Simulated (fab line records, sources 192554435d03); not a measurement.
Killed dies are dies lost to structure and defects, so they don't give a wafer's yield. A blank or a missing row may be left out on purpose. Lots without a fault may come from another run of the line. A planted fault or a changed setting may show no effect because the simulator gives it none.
A struck lot beside a sound one | flow n5_finfet | 16 steps out of a route of 1938
Sound: wafers L393.2, L393.4, L393.5. Struck: wafers L399.1, L399.2, L399.6. The cause comes at the end.
At each step with rows: each side's tool, then ch and its chambers, then its first start. Under that, the readings that differ: sound wafers | struck wafers | difference of the means | sigmas: that difference in standard deviations of wafers without a fault.
alike: readings whose means differ by less than 2 such deviations, and words and numbers that are the same on both sides. not compared: withheld readings, readings that some wafer has no value for, bounds like >300 that may hide the same value, and numbers for which the record gives no deviation and whose values overlap.
The two part at a step that has a row with sigmas, a row that says differs or no value, or rows on one side only. Numbers that don't overlap but have no deviation are shown without sigmas and don't part them. A reading that every wafer of one side lacks parts them only if that side has two wafers or more.

first, 1 step without rows for these wafers: N5_STI_FIN_REVEAL_SRD_21 (time 30 s).
N5_STI_FIN_REVEAL_OXIDATION_33: chemistry O2 PLASMA REMOTE, time 20 s.
  sound on plasma_asher-01 ch 0,1, day 3 12:54; struck on plasma_asher-01 ch 0,1, day 5 02:11
  alike: drypump_motor_current_A, heater_power_w
  not compared: rf_hours_counter_h
then, 2 steps without rows for these wafers: N5_STI_FIN_REVEAL_CLEAN_19 (cleans in O3/DIW, time 120 s); N5_STI_FIN_REVEAL_SRD_23 (time 30 s).
N5_STI_FIN_REVEAL_CD_MEAS_22: target cd 6.238 nm, pitch 28 nm.
  sound on cd_sem-01, day 3 13:04; struck on cd_sem-02, day 5 02:22
  alike: cd_nm
N5_STI_FIN_REVEAL_FIN_H_MEAS_10:
  sound on ocd-02, day 3 13:06; struck on ocd-01, day 5 02:23
  alike: trench_depth_nm
then, 2 steps without rows for these wafers: N5_STI_FIN_REVEAL_PRECLEAN_18 (cleans in SC2, time 45 s); N5_STI_FIN_REVEAL_SRD_28 (time 30 s).
N5_STI_FIN_REVEAL_INSPECT_13: inspects for defects (darkfield).
  sound on defect_inspect-02, day 3 13:11; struck on defect_inspect-01, day 5 02:29
  alike: raw_defect_count
then, 2 steps without rows for these wafers: N5_DUMMY_GATE_PRECLEAN_00 (cleans in O3/DIW, time 60 s); N5_DUMMY_GATE_SRD_01 (time 30 s).
N5_DUMMY_GATE_ALD_02: deposits SiO2, target thk 2 nm, pulse time 1 s.
  sound on ald_sin-03 ch 0,2, day 3 13:19; struck on ald_sin-04 ch 0,1,2, day 5 02:35
  alike: heater_power_w, precursor_pulse_height_rel
N5_DUMMY_GATE_CVD_03: deposits a-Si from SiH4, target thk 150 nm, time 8042 s.
  sound on lpcvd-01 ch 1/20,1/29,1/34, day 3 13:25; struck on lpcvd-01 ch 1/114,1/90,1/95, day 5 02:41
  reading                                     | sound             | struck            | difference | sigmas
  model.a-Si_of_DUMMY_GATE_CVD_03.thk_nm (nm) | 149.6 149.6 151.2 | 148.6 149.2 148.4 | -1.4       |
  alike: spike_tc_top_C
then, 1 step without rows for these wafers: N5_DUMMY_GATE_PRECLEAN_46 (cleans in DIW, time 89.5 s).
-- the record jumps here: 5 days lie between the struck wafers' starts before and after (it left off in module DUMMY_GATE and takes up again in module BEOL_M4, whose first step shown is number 1111 of the route) --
N5_BEOL_M4_RC_MEAS_101:
  sound on prober-02 ch 0, day 8 17:12; struck on prober-01 ch 0, day 9 18:53
  alike: DIBL_N, DIBL_P, IOFF_N, IOFF_P, ION_N, ION_P, SS_N, SS_P, VT_N, VT_P
then, 1 step without rows for these wafers: N5_PASSIVATION_PROBE_49.

WHERE THEY PART
Nowhere in this record.

WHY: what the simulator had put in
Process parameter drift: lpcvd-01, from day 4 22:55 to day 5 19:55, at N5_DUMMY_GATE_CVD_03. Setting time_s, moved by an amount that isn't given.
